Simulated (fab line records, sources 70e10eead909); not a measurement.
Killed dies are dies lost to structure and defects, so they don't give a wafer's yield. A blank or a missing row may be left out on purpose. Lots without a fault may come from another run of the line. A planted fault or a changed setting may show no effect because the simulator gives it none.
Chamber matching | flow nand_harc | NHARC_P_GATE_DESCUM_61 on rie_diel-08: 4 sister chambers
The step chemistry O2, time 3 s. 30 wafers are shown with their chamber, then 12 later ones without.

WAFERS WITH THEIR CHAMBER
wafer  | chamber | drypump_motor_current_A (A) | oes_product_au (a.u.) | throttle_valve_pct (%)
L074.1 | 2       | 5.3                         | 1.005                 | 11.315
L074.3 | 3       | 5.4                         | 1.029                 | 11.323
L074.6 | 2       | 5.2                         | 1.015                 | 11.303
L078.2 | 3       | 5.4                         | 1.021                 | 11.322
L078.4 | 1       | 6.3                         | 0.996                 | 11.300
L078.6 | 2       | 5.2                         | 1.010                 | 11.312
L081.2 | 2       | 5.2                         | 1.018                 | 11.313
L081.4 | 3       | 5.4                         | 1.018                 | 11.331
L081.5 | 1       | 6.3                         | 0.990                 | 11.295
L082.2 | 0       | 5.1                         | 1.012                 | 11.299
L082.4 | 2       | 5.2                         | 1.022                 | 11.311
L082.6 | 0       | 5.1                         | 1.006                 | 11.327
L083.1 | 1       | 6.3                         | 0.987                 | 11.313
L083.3 | 0       | 5.1                         | 0.982                 | 11.295
L083.4 | 2       | 5.2                         | 1.020                 | 11.303
L085.1 | 0       | 5.1                         | 0.986                 | 11.308
L085.5 | 2       | 5.2                         | 1.034                 | 11.313
L085.6 | 3       | 5.4                         | 1.022                 | 11.313
L086.1 | 3       | 5.4                         | 1.019                 | 11.332
L086.5 | 1       | 6.4                         | 1.010                 | 11.307
L086.6 | 0       | 5.1                         | 0.981                 | 11.328
L088.4 | 1       | 6.3                         | 1.010                 | 11.312
L088.5 | 0       | 5.1                         | 0.980                 | 11.300
L088.6 | 3       | 5.4                         | 1.038                 | 11.311
L089.3 | 2       | 5.2                         | 1.041                 | 11.315
L089.5 | 3       | 5.4                         | 1.042                 | 11.314
L089.6 | 2       | 5.2                         | 1.031                 | 11.319
L091.3 | 0       | 5.1                         | 0.974                 | 11.315
L091.5 | 0       | 5.1                         | 0.977                 | 11.304
L091.6 | 3       | 5.4                         | 1.025                 | 11.317

SIGNATURES (means of the wafers above)
reading                 | chamber 0 | chamber 1 | chamber 2 | chamber 3 | scatter within a chamber
drypump_motor_current_A | 5.100     | 6.320     | 5.211     | 5.400     | 0.0255
oes_product_au          | 0.98725   | 0.99860   | 1.02178   | 1.02675   | 0.0116
throttle_valve_pct      | 11.30950  | 11.30540  | 11.31156  | 11.32038  | 0.00887
Rule: a wafer's distance from a chamber is the root of the sum, over the readings, of the square of ((its reading less the chamber's mean) divided by the reading's scatter). The wafer belongs to the nearest chamber; if the next one is less than 2 further off, it can't be placed. The scatter: the root of (the sum of the squares of (reading less its chamber's mean) over the shown wafers, divided by (wafers less chambers)).

WAFERS WITHOUT THEIR CHAMBER
wafer  | drypump_motor_current_A (A) | oes_product_au (a.u.) | throttle_valve_pct (%)
L093.1 | 5.1                         | 0.986                 | 11.308
L093.3 | 6.4                         | 1.002                 | 11.319
L093.6 | 6.4                         | 1.001                 | 11.310
L094.2 | 5.4                         | 1.023                 | 11.297
L094.4 | 6.3                         | 1.006                 | 11.313
L094.6 | 5.1                         | 0.982                 | 11.312
L095.2 | 5.2                         | 1.021                 | 11.310
L095.3 | 6.3                         | 0.995                 | 11.313
L095.5 | 5.2                         | 1.033                 | 11.312
L097.2 | 5.1                         | 0.966                 | 11.320
L097.4 | 5.3                         | 1.036                 | 11.308
L097.6 | 6.4                         | 1.001                 | 11.317

WHICH CHAMBER EACH WENT THROUGH
wafer  | from the rows above     | in truth
L093.1 | 0                       | 0
L093.3 | 1                       | 1
L093.6 | 1                       | 1
L094.2 | 3                       | 3
L094.4 | 1                       | 1
L094.6 | 0                       | 0
L095.2 | 2                       | 2
L095.3 | 1                       | 1
L095.5 | 2                       | 2
L097.2 | 0                       | 0
L097.4 | can't be placed: 2 or 3 | 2
L097.6 | 1                       | 1
Placed correctly: 11 of 12. Can't be placed from these rows: 1 (the true chamber is among the candidates in 1). Placed wrongly: 0.
